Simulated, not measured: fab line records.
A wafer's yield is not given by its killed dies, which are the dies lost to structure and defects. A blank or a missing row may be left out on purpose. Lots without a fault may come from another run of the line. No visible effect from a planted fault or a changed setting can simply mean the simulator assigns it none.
Matching of chambers || flow nandHarc || NHARC_THIN_TSV_CMP_01 on cmp-01 has 4 sister chambers
The step polishes. 8 wafers are shown with their chamber, then 6 later ones without.

EACH WAFER AND ITS CHAMBER
{"wafer": "L672.3", "chamber": 1, "motorCurrentA (A)": 12.3}
{"wafer": "L675.3", "chamber": 1, "motorCurrentA (A)": 12.7}
{"wafer": "L675.5", "chamber": 2, "motorCurrentA (A)": 13.0}
{"wafer": "L680.3", "chamber": 0, "motorCurrentA (A)": 11.1}
{"wafer": "L680.4", "chamber": 2, "motorCurrentA (A)": 13.0}
{"wafer": "L680.5", "chamber": 0, "motorCurrentA (A)": 11.4}
{"wafer": "L681.2", "chamber": 3, "motorCurrentA (A)": 13.6}
{"wafer": "L681.5", "chamber": 3, "motorCurrentA (A)": 13.8}

WAFERS WITH NO CHAMBER GIVEN
{"wafer": "L681.6", "motorCurrentA (A)": 14.2}
{"wafer": "L684.5", "motorCurrentA (A)": 11.1}
{"wafer": "L684.6", "motorCurrentA (A)": 12.8}
{"wafer": "L693.3", "motorCurrentA (A)": 12.7}
{"wafer": "L693.5", "motorCurrentA (A)": 13.7}
{"wafer": "L693.6", "motorCurrentA (A)": 11.8}

CHAMBER TAKEN BY EACH
{"wafer": "L681.6", "from the rows above": 3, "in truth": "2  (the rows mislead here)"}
{"wafer": "L684.5", "from the rows above": 0, "in truth": 0}
{"wafer": "L684.6", "from the rows above": "can't be placed: 2 or 1", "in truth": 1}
{"wafer": "L693.3", "from the rows above": "can't be placed: 1 or 2", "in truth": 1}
{"wafer": "L693.5", "from the rows above": 3, "in truth": 3}
{"wafer": "L693.6", "from the rows above": "can't be placed: 0 or 1", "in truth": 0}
2 of 6 placed correctly. Cannot be placed on the basis of these rows: 3; the candidates contain the true chamber in 3. Placed wrongly: 1.
How it was worked out, from the rows above alone: a wafer's distance from a chamber is the root of the sum, over the readings, of the square of ((its reading less the chamber's mean) divided by the reading's scatter). The wafer belongs to the nearest chamber; if the next one is less than 2 further off, it can't be placed. For every chamber, the mean is computed from those of its wafers that are shown. The scatter: take each reading less its chamber's mean, square it, sum over the shown wafers, divide by the number of wafers less the number of chambers, and take the root.
